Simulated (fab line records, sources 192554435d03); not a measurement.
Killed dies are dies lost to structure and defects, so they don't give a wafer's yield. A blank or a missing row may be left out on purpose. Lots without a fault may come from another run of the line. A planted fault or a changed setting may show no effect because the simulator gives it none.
fab line records | flow n5_finfet
record lots=6 wafers=18 last_day=17
route steps=1938 shown FIN_SAQP@134 BEOL_M4@1111 PASSIVATION@1936
lots that met no fault: from a run of the same line without faults
start_h: hours from the record's first day to the start of the lot's first wafer shown | wait_h: hours since the lot's step before | " the same as in the row above | L1.1+2: a row that stands for several wafers | - no value, or no start given | * or withheld: withheld | < > ~ a bound
route shown NAME@n: a module of which the file shows steps, and the number in the route of the first | usual: mean/standard deviation of fault-free wafers | same: alike in all rows | chamber/n: place in a boat | sites: the reading at each site | _std_site: their standard deviation | _edge_site: outer sites' mean less inner sites' | radius_mm: how far each site lies from the wafer's centre | mask NAME#n: copy n | behind: the tool/chamber that last shaped the wafer | hold: why the lot was held/for how many hours/how that ended | device: the transistor (n, p or np) that didn't switch | end of line: the same wafers' tests at the end of the route | a step without rows: its recipe alone | killed: dies lost to structure and defects at the first sort, not the wafer's yield | map: a wafer's dies, x killed, . not, _ none there
set.NAME: the setting as run; set.NAME@STEP: as run at that earlier step | model.NAME: the simulator's own value behind a step, which no gauge read
lots at some steps of the route; a table a step, a row a wafer
services: from which hour (start_h, from the record's first day; less than 0 if before it) a tool's chamber was out of use, for how many hours, and why
## steps
# step N5_FIN_SAQP_ETCH_69
# recipe chemistry=N2/H2 target=SOC target_depth_a=1500 stop_on=SiNx ion_energy_ev=100 bias_w=61 pressure_mtorr=30 source_w=850 n2_flow_sccm=200 h2_flow_sccm=200
# step N5_FIN_SAQP_ETCH_67
# recipe chemistry=CH3F/O2 target=SiNx target_depth_a=300 mask_material=SOC pressure_mtorr=30 source_w=395 bias_w=73 Ar_flow_sccm=150 CH3F_flow_sccm=30 O2_flow_sccm=20 ion_energy_ev=120
# usual chamber_pressure_mTorr=30.00/0.035 drypump_motor_current_A=5.7/0.46 oes_product_au=0.75/0.067 rf_vpp_V=298/3.7 showerhead_plenum_p_Torr=2.06/0.046 throttle_valve_pct=16.34/0.26
# columns lot.wafer tool chamber start_h wait_h chamber_pressure_mTorr drypump_motor_current_A oes_product_au rf_hours_counter_h rf_vpp_V showerhead_plenum_p_Torr throttle_valve_pct
L827.1 rie_diel-05 2 50.02 0.0 29.98 5.9 0.72 208 297 2.06 16.53
L827.2 " 1 " " 29.98 5.1 0.80 103 289 2.00 15.86
L827.6 " 2 " " 30.03 5.9 0.72 - 299 2.06 16.52
L830.1 rie_diel-05 3 67.64 0.0 29.99 5.7 0.69 211 304 1.99 16.73
L830.4 " 1 " " 30.06 5.1 0.79 110 291 1.99 15.88
L830.5 " 2 " " 29.96 5.9 0.72 - 297 2.05 16.53
L832.2 rie_diel-01 2 80.35 0.0 30.01 5.2 0.69 226 299 2.06 16.84
L832.5 " 1 " " 30.25 5.7 0.81 - 296 2.11 16.16
L832.6 " 0 " " 29.97 6.3 0.77 - 297 2.10 16.26
L835.1 rie_diel-03 1 103.42 0.0 29.99 5.4 0.94 9 296 2.06 16.26
L835.2 " 0 " " 30.07 5.9 0.92 16 304 2.13 16.19
L835.4 " 2 " " 29.98 5.3 0.71 191 302 2.09 16.27
L840.1 rie_diel-05 2 128.20 0.0 30.00 5.9 0.70 229 297 2.05 16.58
L840.2 " 3 " " 30.04 5.7 0.68 226 302 1.98 16.75
L840.6 " 3 " " 30.03 5.7 0.68 - 302 1.98 16.75
L842.2 rie_diel-05 3 141.16 0.0 30.00 5.7 0.68 230 303 1.98 16.76
L842.3 " 1 " " 30.04 5.1 0.78 127 288 1.99 15.91
L842.6 " 0 " " 29.99 6.4 0.72 - 299 2.07 16.17
# step N5_FIN_SAQP_STRIP_70
# recipe chemistry=N2/H2 power_w=500 temp_c=40 pressure_mtorr=50 rf_frequency_hz=6e+07 overash_fraction=0.3 bias_power_w=28 h2_frac=0.5 n2_flow_sccm=300 h2_flow_sccm=300
# usual bias_power_w=28.01/0.081 chamber_pressure_mTorr=50.00/0.046 drypump_motor_current_A=5.8/0.46 n2_flow_sccm=300.0/0.93 oes_product_au=0.75/0.07 rf_vpp_V=122.3/0.88 showerhead_plenum_p_Torr=3.45/0.076 throttle_valve_pct=19.0/0.32
# columns lot.wafer tool chamber start_h wait_h bias_power_w chamber_pressure_mTorr drypump_motor_current_A n2_flow_sccm oes_product_au rf_hours_counter_h rf_vpp_V showerhead_plenum_p_Torr throttle_valve_pct
L827.1 rie_diel-05 2 50.06 0.0 28.11 50.00 6.0 300.7 0.71 209 123.2 3.47 19.1
L827.2 " 1 " " 27.96 50.02 5.1 298.8 0.80 103 121.5 3.36 18.7
L827.6 " 2 " " 27.98 49.98 5.9 299.2 0.71 - 122.5 3.47 19.1
L830.1 rie_diel-05 3 67.68 0.0 27.90 50.01 5.7 299.5 0.69 211 120.7 3.34 19.7
L830.4 " 1 " " 27.97 49.88 5.1 300.5 0.79 110 120.7 3.36 18.7
L830.5 " 2 " " 28.01 49.95 5.9 300.0 0.71 - 122.3 3.46 19.1
L832.2 rie_diel-01 2 80.39 0.0 28.11 49.97 5.2 299.2 0.70 226 123.0 3.44 19.1
L832.5 " 1 " " 28.06 50.04 5.7 300.1 0.82 - 123.6 3.57 19.0
L832.6 " 0 " " 28.05 50.06 6.4 300.2 0.78 - 123.6 3.48 18.7
L835.1 rie_diel-03 1 103.46 0.0 27.88 49.96 5.3 298.2 0.94 9 122.8 3.42 18.6
L835.2 " 0 " " 28.10 50.03 5.8 299.8 0.94 16 122.9 3.57 18.7
L835.4 " 2 " " 27.98 49.96 5.3 300.7 0.70 191 122.6 3.49 19.0
L840.1 rie_diel-05 2 128.24 0.0 28.00 50.00 5.9 299.6 0.70 229 120.7 3.45 19.1
L840.2 " 3 " " 28.01 49.95 5.7 299.0 0.68 226 120.9 3.34 19.7
L840.6 " 3 " " 28.06 50.04 5.7 301.2 0.68 - 120.7 3.34 19.7
L842.2 rie_diel-05 3 141.20 0.0 28.17 50.00 5.7 301.2 0.68 230 122.3 3.33 19.7
L842.3 " 1 " " 28.13 50.08 5.1 298.7 0.77 127 121.8 3.35 18.8
L842.6 " 0 " " 27.96 50.01 6.5 298.9 0.73 - 122.8 3.47 18.9
# step N5_FIN_SAQP_RECESS_71
# recipe chemistry=HF/NH3 target=SiO2 target_depth_a=30 afs_cycles=1 temp_c=30 sublimation_temp_c=180 sublimation_time_s=60
# usual drypump_motor_current_A=5.5/0.48
# columns lot.wafer tool chamber start_h wait_h drypump_motor_current_A
L827.1 vapor_etch-01 1 50.12 0.0 6.3
L827.2 " 0 " " 5.2
L827.6 " 1 " " 6.3
L830.1 vapor_etch-02 1 67.74 0.0 5.6
L830.4 " 0 " " 5.1
L830.5 " 1 " " 5.6
L832.2 vapor_etch-01 0 80.45 0.0 5.2
L832.5 " 0 " " 5.2
L832.6 " 1 " " 6.3
L835.1 vapor_etch-02 1 103.52 0.0 5.7
L835.2 " 0 " " 5.1
L835.4 " 1 " " 5.6
L840.1 vapor_etch-02 1 128.30 0.0 5.6
L840.2 " 0 " " 5.1
L840.6 " 1 " " 5.6
L842.2 vapor_etch-01 0 141.26 0.0 5.2
L842.3 " 1 " " 6.3
L842.6 " 1 " " 6.3
# step N5_FIN_SAQP_SPACER2_ALD_28
# recipe material=SiO2 target_thk_a=81 temp_c=300 ald_precursor_family=BDEAS ald_co_reactant=O2-plasma pulse_time_s=1 purge_time_s=2 co_reactant_purge_time_s=2 pressure_torr=2
# step N5_FIN_SAQP_SPACER2_ETCHBACK_29
# recipe chemistry=CHF3/O2 mode=anisotropic_etchback target=SiO2 target_depth_a=122 time_s=6.1 pressure_mtorr=30 source_w=650 bias_w=170 Ar_flow_sccm=200 CHF3_flow_sccm=50 O2_flow_sccm=5 ion_energy_ev=200
# usual chamber_pressure_mTorr=30.003/0.024 drypump_motor_current_A=5.6/0.44 oes_product_au=0.75/0.079 rf_vpp_V=526/6.8 showerhead_plenum_p_Torr=2.48/0.054 throttle_valve_pct=18.86/0.25
# columns lot.wafer tool chamber start_h wait_h chamber_pressure_mTorr drypump_motor_current_A oes_product_au rf_hours_counter_h rf_vpp_V showerhead_plenum_p_Torr throttle_valve_pct
L827.1 rie_diel-01 2 51.04 0.2 29.991 5.2 0.71 217 526 2.49 19.37
L827.2 " 1 " " 29.995 5.7 0.84 61 522 2.53 18.67
L827.6 " 3 " " 30.023 6.3 0.76 - 531 2.50 18.84
L830.1 rie_diel-01 0 68.21 0.2 29.971 6.3 0.78 139 525 2.53 18.80
L830.4 " 2 " " 30.026 5.2 0.70 222 527 2.48 19.39
L830.5 " 3 " " 29.998 6.3 0.77 - 531 2.50 18.85
L832.2 rie_diel-05 3 81.11 0.3 29.985 5.7 0.69 216 533 2.39 19.27
L832.5 " 2 " " 29.985 5.9 0.71 - 526 2.47 19.04
L832.6 " 3 " " 30.001 5.7 0.69 - 533 2.39 19.29
L835.1 rie_diel-03 1 104.26 0.4 30.028 5.3 0.93 10 522 2.47 18.82
L835.2 " 2 " " 29.990 5.3 0.72 192 530 2.51 18.75
L835.4 " 0 " " 29.950 5.9 0.93 17 538 2.57 18.77
L840.1 rie_diel-03 3 128.77 0.2 29.969 5.2 0.71 175 523 2.50 18.89
L840.2 " 0 " " 29.971 5.8 0.90 27 539 2.56 18.79
L840.6 " 0 " " 30.026 5.9 0.89 - 538 2.56 18.79
L842.2 rie_diel-03 2 141.90 0.2 29.960 5.3 0.70 208 530 2.50 18.78
L842.3 " 3 " " 29.967 5.2 0.70 - 523 2.49 18.89
L842.6 " 2 " " 30.017 5.3 0.70 - 530 2.50 18.81
# step N5_FIN_SAQP_MANDREL2_REMOVE_60
# recipe chemistry=HBr/Cl2/O2 bt_time_s=10 target=a-Si stop_on=SiNx endpoint=OES-SiCl over_etch_frac=1 icp_w=600 bias_w=22 HBr_flow_sccm=150 Cl2_flow_sccm=80 O2_flow_sccm=5 pressure_mtorr=10
# step N5_FIN_SAQP_CD_MEAS_31
# recipe target_cd_nm=8 landing_energy_ev=1000 detector=se_inlens polarity=line
# usual cd_nm=8.13/0.2
# columns lot.wafer tool chamber start_h wait_h cd_nm
L827.1 cd_sem-02 0 51.23 0.1 7.92
L827.2 " 0 " " 8.27
L827.6 " 0 " " 8.04
L830.1 cd_sem-03 0 68.40 0.1 7.86
L830.4 " 0 " " 8.07
L830.5 " 0 " " 7.90
L832.2 cd_sem-03 0 81.31 0.1 8.06
L832.5 " 0 " " 8.13
L832.6 " 0 " " 8.21
L835.1 cd_sem-01 0 104.46 0.1 7.92
L835.2 " 0 " " 7.98
L835.4 " 0 " " 7.94
L840.1 cd_sem-01 0 128.97 0.1 8.09
L840.2 " 0 " " 8.05
L840.6 " 0 " " 8.27
L842.2 cd_sem-03 0 142.13 0.1 8.13
L842.3 " 0 " " 8.44
L842.6 " 0 " " 7.91
# step N5_FIN_SAQP_HM_OPEN_33
# recipe chemistry=CH3F/O2 target=SiNx mask_material=SiO2 target_depth_a=494 time_s=70.6 pressure_mtorr=30 source_w=395 bias_w=73 Ar_flow_sccm=150 CH3F_flow_sccm=30 O2_flow_sccm=20 ion_energy_ev=120 ends=cleared
# step N5_FIN_SAQP_ETCH_34
# recipe chemistry=C4F6/O2 target=SiO2 target_depth_a=450 time_s=15 ion_energy_ev=250 pressure_mtorr=30 source_w=345 bias_w=185 Ar_flow_sccm=300 C4F6_flow_sccm=10 O2_flow_sccm=10 ends=cleared
# step N5_FIN_SAQP_STRIP_77
# recipe chemistry=N2/H2 time_s=90 power_w=100 temp_c=40 pressure_mtorr=100 rf_frequency_hz=6e+07 bias_power_w=3 n2_flow_sccm=300 h2_flow_sccm=300
# usual bias_power_w=2.998/0.0096 chamber_pressure_mTorr=99.99/0.091 drypump_motor_current_A=5.6/0.44 n2_flow_sccm=300.0/0.95 oes_product_au=0.76/0.079 rf_vpp_V=45.5/0.81 showerhead_plenum_p_Torr=3.47/0.08 throttle_valve_pct=12.21/0.24
# columns lot.wafer tool chamber start_h wait_h bias_power_w chamber_pressure_mTorr drypump_motor_current_A n2_flow_sccm oes_product_au rf_hours_counter_h rf_vpp_V showerhead_plenum_p_Torr throttle_valve_pct
L827.1 rie_diel-01 3 51.50 0.0 3.018 100.00 6.3 300.5 0.76 159 46.5 3.49 12.10
L827.2 " 0 " " 2.997 99.99 6.4 299.8 0.78 133 46.8 3.51 12.01
L827.6 " 0 " " 3.002 100.10 6.4 301.3 0.79 - 45.5 3.51 12.04
L830.1 rie_diel-05 0 68.71 0.0 2.987 99.97 6.4 299.0 0.74 171 45.1 3.49 12.08
L830.4 " 3 " " 3.009 100.01 5.7 300.9 0.69 211 44.4 3.36 12.69
L830.5 " 2 " " 3.007 100.03 6.0 300.3 0.71 - 46.0 3.48 12.50
L832.2 rie_diel-05 1 81.45 0.0 3.008 99.82 5.1 300.4 0.78 115 46.0 3.37 11.88
L832.5 " 1 " " 3.003 99.85 5.1 299.4 0.78 - 45.3 3.37 11.87
L832.6 " 0 " " 2.998 99.93 6.5 299.1 0.73 - 46.8 3.49 12.07
L835.1 rie_diel-03 0 104.61 0.0 2.978 99.99 5.9 300.9 0.94 17 47.2 3.59 11.91
L835.2 " 1 " " 2.996 99.89 5.3 298.9 0.94 10 46.8 3.44 11.91
L835.4 " 3 " " 3.003 100.02 5.3 299.5 0.73 166 45.3 3.52 12.28
L840.1 rie_diel-03 1 129.11 0.0 2.994 100.05 5.3 298.8 0.92 19 46.1 3.43 11.93
L840.2 " 0 " " 2.997 99.94 5.9 300.5 0.91 27 46.2 3.58 11.96
L840.6 " 0 " " 2.992 100.09 5.9 300.4 0.91 - 44.4 3.58 11.96
L842.2 rie_diel-05 3 142.26 0.0 2.997 99.90 5.7 300.6 0.68 231 46.6 3.35 12.75
L842.3 " 2 " " 2.974 99.79 5.9 299.5 0.68 233 45.2 3.47 12.52
L842.6 " 1 " " 2.992 99.97 5.1 300.5 0.76 - 44.2 3.37 11.91
# step N5_FIN_SAQP_HM_CD_35
# recipe target_cd_nm=8 polarity=line
# usual cd_nm=8.20/0.25
# columns lot.wafer tool chamber start_h wait_h cd_nm
L827.1 cd_sem-03 - 51.62 0.1 8.21
L827.2 " - " " 8.02
L827.6 " - " " 8.30
L830.1 cd_sem-02 - 68.84 0.1 8.24
L830.4 " - " " 8.23
L830.5 " - " " 7.83
L832.2 cd_sem-02 - 81.57 0.1 8.06
L832.5 " - " " 8.20
L832.6 " - " " 8.55
L835.1 cd_sem-02 - 104.74 0.1 8.07
L835.2 " - " " 7.93
L835.4 " - " " 8.04
L840.1 cd_sem-03 - 129.23 0.1 8.52
L840.2 " - " " 8.03
L840.6 " - " " 8.57
L842.2 cd_sem-03 - 142.39 0.1 8.21
L842.3 " - " " 7.79
L842.6 " - " " 8.60
# step N5_FIN_SAQP_ETCH_64
# recipe chemistry=CF4 target=SiO2 target_depth_a=15 ion_energy_ev=350 pressure_mtorr=10 icp_w=800 bias_w=400 cf4_flow_sccm=80
# usual chamber_pressure_mTorr=9.999/0.0087 drypump_motor_current_A=5.7/0.48 oes_product_au=0.994/0.014 throttle_valve_pct=21.77/0.27
# columns lot.wafer tool chamber start_h wait_h chamber_pressure_mTorr drypump_motor_current_A oes_product_au rf_hours_counter_h throttle_valve_pct model.etch.depth_nm
L827.1 rie_si-05 3 51.67 0.0 9.985 5.2 1.020 163 22.07 1.541
L827.2 " 1 " " 9.999 6.2 0.989 63 21.20 1.497
L827.6 " 0 " " 9.991 5.0 1.007 - 22.04 1.456
L830.1 rie_si-06 1 68.88 0.0 10.001 4.9 0.986 120 21.72 1.474
L830.4 " 2 " " 10.010 5.7 0.978 2 21.60 1.459
L830.5 " 2 " " 9.986 5.7 0.972 - 21.61 1.454
L832.2 rie_si-06 2 81.62 0.0 10.002 5.7 0.982 3 21.60 1.461
L832.5 " 3 " " 9.994 5.5 0.821 - 21.84 1.106
L832.6 " 2 " " 9.994 5.6 0.969 - 21.59 1.439
L835.1 rie_si-06 3 104.79 0.0 9.995 5.5 0.835 112 21.85 1.118
L835.2 " 0 " " 9.997 6.4 1.028 165 22.20 1.536
L835.4 " 1 " " 9.992 4.9 0.981 121 21.71 1.477
L840.1 rie_si-01 3 129.28 0.0 9.998 5.7 1.000 34 21.71 1.511
L840.2 " 1 " " 10.020 6.5 0.990 8 21.60 1.535
L840.6 " 3 " " 10.012 5.7 0.999 - 21.70 1.508
L842.2 rie_si-01 3 142.44 0.0 9.996 5.7 0.989 35 21.73 1.501
L842.3 " 0 " " 9.995 5.6 1.005 4 21.56 1.526
L842.6 " 3 " " 10.003 5.7 1.001 - 21.72 1.496
# step N5_FIN_SAQP_FIN_ETCH_36
# recipe chemistry=HBr/Cl2/O2 target_depth_a=1200 mask_material=SiNx time_s=50.4 bias_w=102 pressure_mtorr=10 icp_w=800 HBr_flow_sccm=150 Cl2_flow_sccm=80 O2_flow_sccm=12
# step N5_BEOL_M4_RC_MEAS_101
# usual DIBL_N=37.0/1.7 DIBL_P=36.7/2 IOFF_N=0.17/0.035 IOFF_P=0.22/0.035 ION_N=672/12 ION_P=461/7.5 SS_N=71.6/0.67 SS_P=73.4/0.64 VT_N=250/3.5 VT_P=-250/3.5
# columns lot.wafer tool chamber start_h wait_h DIBL_N[mV/V] DIBL_P[mV/V] IOFF_N[nA/um] IOFF_P[nA/um] ION_N[uA/um] ION_P[uA/um] SS_N[mV/dec] SS_P[mV/dec] VT_N[mV] VT_P[mV]
L827.1 prober-01 0 192.66 0.0 37.1 36.3 0.16 0.21 675 462 71.6 74.1 249 -247
L827.2 " 0 " " 37.1 35.7 0.15 0.19 662 453 71.2 73.9 252 -253
L827.6 " 0 " " 37.6 36.5 0.16 0.20 683 461 71.2 73.5 248 -251
L830.1 prober-01 0 213.35 0.0 38.7 37.4 0.18 0.22 662 456 72.1 73.8 247 -251
L830.4 " 0 " " 35.6 34.7 0.13 0.18 677 464 71.3 73.1 250 -253
L830.5 " 0 " " 38.1 37.2 0.16 0.21 666 451 72.3 73.0 250 -253
L832.2 prober-01 0 219.60 0.2 36.3 36.8 0.15 0.20 679 467 71.2 73.0 252 -254
L832.5 " 0 " " 37.5 38.1 0.17 0.22 676 461 72.6 74.0 250 -252
L832.6 " 0 " " 38.9 38.5 0.20 0.22 676 459 72.7 73.7 248 -251
L835.1 prober-01 0 239.25 0.0 36.6 35.6 0.14 0.23 667 468 70.9 73.6 252 -247
L835.2 " 0 " " 37.4 36.2 0.15 0.22 674 466 71.3 73.0 253 -249
L835.4 " 0 " " 37.5 36.1 0.15 0.22 670 459 71.0 72.8 251 -250
L840.1 prober-02 0 261.62 0.0 35.4 34.1 0.13 0.19 665 456 71.3 73.2 255 -251
L840.2 " 0 " " 35.9 35.2 0.14 0.20 670 461 70.9 73.0 251 -252
L840.6 " 0 " " 37.7 36.7 0.17 0.23 681 462 72.1 74.0 250 -248
L842.2 prober-01 0 296.80 0.2 33.8 34.2 0.10 0.15 634 451 71.0 72.2 258 -253
L842.3 " 0 " " 34.5 36.4 0.12 0.18 658 458 71.1 72.6 258 -250
L842.6 " 0 " " 33.9 35.1 0.11 0.17 653 449 71.3 72.6 256 -254
# step N5_PASSIVATION_PROBE_49
# usual defect_limited_yield=91.1/1.3 killed_at_M0_to_M3=35/11 killed_at_M4_up=13/5.4 killed_at_contacts=14/6.5 killed_at_front_end=41/11 killed_at_other=4/3.1 killed_dies=106/15 killed_open=69/12 killed_short=35/7 sort_bin_5_function=5.2/0.86 sort_bin_6_memory=3.4/0.64 sort_bin_8_speed=0.00/0.049 sort_n_pass=1074/15 sort_yield_pct=91.0/1.3
# same gross_dies=1180 killed_at_back_side=0 sort_bin_4_leakage[%]=0
# columns lot.wafer tool chamber start_h wait_h defect_limited_yield[%] killed_at_M0_to_M3 killed_at_M4_up killed_at_contacts killed_at_front_end killed_at_other killed_dies killed_open killed_short sort_bin_5_function[%] sort_bin_6_memory[%] sort_bin_8_speed[%] sort_n_pass sort_yield_pct[%]
L835.1 prober-02 - 336.43 0.0 90.5 31 10 10 44 17 112 70 40 5.6 3.8 0 1068 90.5
L835.2 prober-02 - 336.48 0.1 91.8 26 11 13 35 12 97 58 36 5.3 2.6 0 1083 91.8
L835.4 prober-02 - 336.58 0.2 91.4 31 12 15 38 5 101 69 30 4.4 3.7 0 1079 91.4
# killed by level:class
L835.1 FIN_SAQP:geometric_particle:short=8 STI_FIN_REVEAL:geometric_particle:open=8 MOL_CONTACT_COAG:geometric_particle:open=7 BEOL_M3:geometric_particle:open=7 GATE_CUT:geometric_particle:short=6 BEOL_M0_SAQP:geometric_particle:short=6 BEOL_M1:geometric_particle:open=6 MIM_TOP:geometric_particle:open=6
L835.2 MOL_CONTACT_COAG:geometric_particle:open=11 BEOL_M2:geometric_particle:open=10 STI_FIN_REVEAL:geometric_particle:open=7 GATE_CUT:geometric_particle:short=6 MIM_TOP:geometric_particle:short=5 FIN_SAQP:geometric_particle:open=4 STI_FIN_REVEAL:geometric_particle:short=4 BEOL_M0_SAQP:geometric_particle:short=4
L835.4 STI_FIN_REVEAL:geometric_particle:open=17 MOL_CONTACT_COAG:geometric_particle:open=12 BEOL_M1:geometric_particle:open=8 BEOL_M2:geometric_particle:open=7 FIN_SAQP:geometric_particle:short=6 BEOL_M1:geometric_particle:short=5 GATE_CUT:geometric_particle:short=4 BEOL_M3:geometric_particle:open=4
## services
# columns tool chamber start_h hours kind
rie_diel-05 3 32.21 6.5 repair
vapor_etch-02 - 38.38 0.8 repair
rie_diel-03 0 53.15 - clean
rie_diel-03 0 53.15 - consumable_replace:focus_ring
rie_diel-03 0 53.15 - consumable_replace:showerhead
rie_diel-03 0 53.15 18.8 scheduled_down
rie_diel-03 0 53.15 18.8 vent_cycle
rie_diel-01 - 70.05 2.8 pm
rie_diel-03 1 72.51 - clean
rie_diel-03 1 72.51 - consumable_replace:focus_ring
rie_diel-03 1 72.51 12.8 scheduled_down
rie_diel-03 1 72.51 12.8 vent_cycle
rie_diel-05 1 96.03 9.1 repair
rie_diel-01 2 108.98 7.7 repair
rie_si-06 2 125.41 9.6 repair
rie_diel-03 0 131.31 33.0 repair
rie_si-06 - 136.52 14.6 pm
rie_diel-03 1 139.08 7.7 repair
## key
first_sign step=N5_FIN_SAQP_ETCH_64 reading=oes_product_au direction=down sigmas=12 usual=0.994 struck=0.828
effect none on later readings
model_effect step=N5_FIN_SAQP_ETCH_64 value=etch.depth_nm without=1.496 struck=1.112
met_at N5_FIN_SAQP_ETCH_64
struck_wafers L832.5,L835.1
onset_between 68.88 81.62
fault kind=process_parameter_drift tool=rie_si-06 chamber=- onset_h=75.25 steps=N5_FIN_SAQP_ETCH_64 channel=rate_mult offset=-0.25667 shape=step end_h=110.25 scope=struck_wafers_only
